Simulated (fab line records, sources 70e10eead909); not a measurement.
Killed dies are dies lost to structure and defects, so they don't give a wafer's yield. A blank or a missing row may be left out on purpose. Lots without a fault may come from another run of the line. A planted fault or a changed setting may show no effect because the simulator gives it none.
Which tool did it? | flow nand_harc | 11 lots, 33 wafers sampled, at 6 steps of a route of 1159

WHAT THE GAUGES READ, wafer by wafer
NHARC_P_ZERO_WELL_CD_MEAS_24: target cd 720 nm.
lot  | measured    | on        | cd_nm (nm)
L482 | day 1 14:35 | cd_sem-02 | 719.9 717.4 718.2
L483 | day 1 20:38 | cd_sem-01 | 718.7 717.7 718.1
L485 | day 2 08:36 | cd_sem-02 | 723.7 720.7 722.2
L488 | day 3 02:27 | cd_sem-01 | 719.5 718.5 719.8
L489 | day 3 08:35 | cd_sem-01 | - - -
L499 | day 5 20:32 | cd_sem-01 | 719.2 720.5 722.0
L501 | day 6 08:28 | cd_sem-01 | 720.5 719.7 721.3
L502 | day 6 14:35 | cd_sem-02 | 720.4 719.9 719.6
L503 | day 6 20:28 | cd_sem-01 | 719.7 720.9 720.1
L504 | day 7 02:21 | cd_sem-03 | 722.6 722.0 721.7
L505 | day 7 08:31 | cd_sem-01 | 723.0 721.2 721.2

NHARC_END_SORT_01.
lot  | measured     | on        | killed_at_array | killed_at_other | killed_at_periphery | killed_dies | killed_open | killed_short
L482 | day 18 20:31 | prober-01 | 30 33 33        | 1 4 1           | 3 1 1               | 34 38 35    | 5 2 3       | 1 2 0
L489 | day 20 17:53 | prober-02 | 8 17 18         | 1 0 0           | 668 660 659         | 677 677 677 | 3 3 8       | 0 5 5
L499 | day 24 20:17 | prober-01 | 52 39 52        | 0 1 0           | 2 1 2               | 54 41 54    | 5 1 2       | 6 3 4

WHICH TOOL RAN EACH LOT (tool, then ch and the chambers of the sampled wafers, then the start)
lot  | NHARC_P_ZERO_WELL_EXPOSE_21      | NHARC_P_ZERO_WELL_DESCUM_39       | NHARC_P_ZERO_WELL_RTA_42        | NHARC_P_STI_ETCH_42
L482 | krf_scanner-02 ch 0, day 1 14:26 | rie_diel-03 ch 1,2,3, day 1 16:24 | rtp_anneal-01 ch 0, day 1 19:02 | rie_diel-10 ch 1,2,3, day 2 13:55
L483 | krf_scanner-04 ch 0, day 1 20:29 | rie_diel-02 ch 1,2,3, day 1 22:26 | rtp_anneal-01 ch 0, day 2 01:04 | rie_diel-01 ch 0,2,3, day 2 14:13
L485 | krf_scanner-03 ch 0, day 2 08:26 | rie_diel-03 ch 0,1,2, day 2 10:26 | rtp_anneal-01 ch 0, day 2 13:09 | rie_diel-01 ch 0,1,3, day 3 03:04
L488 | krf_scanner-03 ch 0, day 3 02:18 | rie_diel-03 ch 1,2,3, day 3 04:16 | rtp_anneal-02 ch 0, day 3 06:59 | rie_diel-01 ch 0,1,2, day 4 02:02
L489 | krf_scanner-02 ch 0, day 3 08:26 | rie_diel-02 ch 0,1,3, day 3 10:17 | rtp_anneal-01 ch 0, day 3 12:56 | -
L499 | krf_scanner-03 ch 0, day 5 20:23 | rie_diel-12 ch 1,2, day 5 22:13   | rtp_anneal-02 ch 0, day 6 01:06 | rie_diel-06 ch 0,2, day 6 21:56
L501 | krf_scanner-03 ch 0, day 6 08:19 | rie_diel-02 ch 0,2, day 6 10:17   | rtp_anneal-01 ch 0, day 6 13:07 | rie_diel-01 ch 1,3, day 7 05:29
L502 | krf_scanner-04 ch 0, day 6 14:26 | rie_diel-12 ch 0,1,3, day 6 16:16 | rtp_anneal-01 ch 0, day 6 19:05 | rie_diel-06 ch 1,2, day 7 11:18
L503 | krf_scanner-02 ch 0, day 6 20:18 | rie_diel-12 ch 0,2,3, day 6 22:19 | rtp_anneal-02 ch 0, day 7 00:56 | rie_diel-06 ch 2,3, day 7 17:17
L504 | krf_scanner-02 ch 0, day 7 02:11 | rie_diel-02 ch 0,2,3, day 7 04:10 | rtp_anneal-02 ch 0, day 7 06:57 | rie_diel-01 ch 0,1,2, day 8 02:07
L505 | krf_scanner-02 ch 0, day 7 08:22 | rie_diel-03 ch 0,2,3, day 7 10:21 | rtp_anneal-02 ch 0, day 7 12:58 | rie_diel-01 ch 0,2,3, day 8 02:17
- NHARC_P_ZERO_WELL_EXPOSE_21: exposes mask P NWELL, target cd 720 nm.
- NHARC_P_ZERO_WELL_DESCUM_39: chemistry O2, time 3 s.
- NHARC_P_ZERO_WELL_RTA_42: time 300 s.
- NHARC_P_STI_ETCH_42: etches the open film in N2/H2, target depth 80 nm, overetch 24 nm, time 61 s.

WHAT THE TOOLS THEMSELVES READ (means of the sampled wafers that have a number; where no wafer has one, the mark that the record gives instead)
NHARC_P_ZERO_WELL_DESCUM_39.
lot  | tool        | drypump_motor_current_A (A) | oes_product_au (a.u.) | rf_vpp_V (V) | showerhead_plenum_p_Torr (Torr) | throttle_valve_pct (%)
L482 | rie_diel-03 | 5.7                         | 1.007                 | 58.0         | 1.96                            | 11.311
L483 | rie_diel-02 | 6.0                         | 0.995                 | 59.1         | 1.98                            | 11.313
L485 | rie_diel-03 | 5.6                         | 1.000                 | 57.1         | 1.93                            | 11.316
L488 | rie_diel-03 | 5.6                         | 0.993                 | 57.9         | 1.96                            | 11.311
L489 | rie_diel-02 | 5.9                         | 0.995                 | 57.9         | 1.94                            | 11.310
L499 | rie_diel-12 | 5.3                         | 1.004                 | 57.6         | 1.89                            | 11.302
L501 | rie_diel-02 | 5.6                         | 1.002                 | 59.0         | 1.89                            | 11.309
L502 | rie_diel-12 | 5.9                         | 1.005                 | 56.9         | 1.91                            | 11.314
L503 | rie_diel-12 | 5.9                         | 0.995                 | 58.0         | 1.86                            | 11.307
L504 | rie_diel-02 | 5.7                         | 1.000                 | 58.3         | 1.95                            | 11.307
L505 | rie_diel-03 | 6.0                         | 1.007                 | 58.0         | 1.91                            | 11.318

NHARC_P_ZERO_WELL_RTA_42.
lot  | tool          | anneal_temp_c_max | lamp_power_pct (%) | lamp_zone_7_pct (%) | wafer_temp_C_max
L482 | rtp_anneal-01 | 1105.0            | 43                 | 43                  | 1104.0
L483 | rtp_anneal-01 | 1104.9            | 43                 | 43                  | 1105.9
L485 | rtp_anneal-01 | 1104.6            | 43                 | 43                  | 1105.4
L488 | rtp_anneal-02 | 1106.1            | 35                 | 36                  | 1104.7
L489 | rtp_anneal-01 | 1103.8            | 43                 | 43                  | 1103.9
L499 | rtp_anneal-02 | 1106.4            | 35                 | 36                  | 1104.1
L501 | rtp_anneal-01 | 1105.2            | 43                 | 43                  | 1104.1
L502 | rtp_anneal-01 | 1104.4            | 43                 | 43                  | 1105.2
L503 | rtp_anneal-02 | 1106.0            | 35                 | 36                  | 1104.7
L504 | rtp_anneal-02 | 1106.0            | 35                 | 36                  | 1105.5
L505 | rtp_anneal-02 | 1105.6            | 35                 | 35                  | 1104.3

NHARC_P_STI_ETCH_42.
lot  | tool        | drypump_motor_current_A (A) | oes_product_au (a.u.) | rf_fwd_power_W (W) | rf_vpp_V (V) | showerhead_plenum_p_Torr (Torr) | throttle_valve_pct (%)
L482 | rie_diel-10 | 6.2                         | 1.001                 | 395.8              | 431.2        | 2.05                            | 14.163
L483 | rie_diel-01 | 5.6                         | 0.996                 | 396.1              | 428.3        | 1.98                            | 14.180
L485 | rie_diel-01 | 5.5                         | 1.000                 | 396.3              | 429.7        | 1.98                            | 14.165
L488 | rie_diel-01 | 5.6                         | 1.003                 | 396.4              | 428.8        | 2.00                            | 14.171
L499 | rie_diel-06 | 6.2                         | 0.995                 | 396.5              | 426.2        | 1.91                            | 14.171
L501 | rie_diel-01 | 5.5                         | 0.990                 | 395.1              | 429.8        | 2.00                            | 14.176
L502 | rie_diel-06 | 5.4                         | 0.997                 | 395.5              | 427.4        | 1.91                            | 14.171
L503 | rie_diel-06 | 5.6                         | 1.008                 | 395.8              | 431.7        | 2.07                            | 14.170
L504 | rie_diel-01 | 5.6                         | 0.997                 | 396.5              | 429.4        | 2.00                            | 14.165
L505 | rie_diel-01 | 5.6                         | 1.006                 | 396.3              | 427.9        | 1.98                            | 14.168

THE ANSWER, worked out from the rows above alone
Rule: what is usual is taken from the lots themselves. Put in order of their means at a reading, lots are off if they are a third of the lots or fewer, leave a main group of 4 or more, and stand apart from it by a gap of 3 or more times the standard deviation of the main group's means; of several such gaps the widest counts. A main group whose means are all the same, to the digits that the tables above print for the reading, isn't used. A lot without any number at a reading at which 4 lots or more have one is off too. The other lots that the step has rows for count as sound. The gauges are gone through in route order, then the tools' own readings, and for those a lot's mean is taken as printed above. The first step at which some lot is off is used, and at that step the reading that is off furthest; a lot without a number counts as furthest.
Off: L489, at NHARC_P_ZERO_WELL_CD_MEAS_24 (cd_nm). Without a number there: L489. The main group: mean 720.3 nm, standard deviation 1.3.
A tool fits if, at a process step before that reading, it ran every lot that is off, and no sound lot after the first of them. The gauges at NHARC_P_ZERO_WELL_CD_MEAS_24 are tried like those tools. None of those tried fits.

WHAT THE SIMULATOR HAD PUT IN
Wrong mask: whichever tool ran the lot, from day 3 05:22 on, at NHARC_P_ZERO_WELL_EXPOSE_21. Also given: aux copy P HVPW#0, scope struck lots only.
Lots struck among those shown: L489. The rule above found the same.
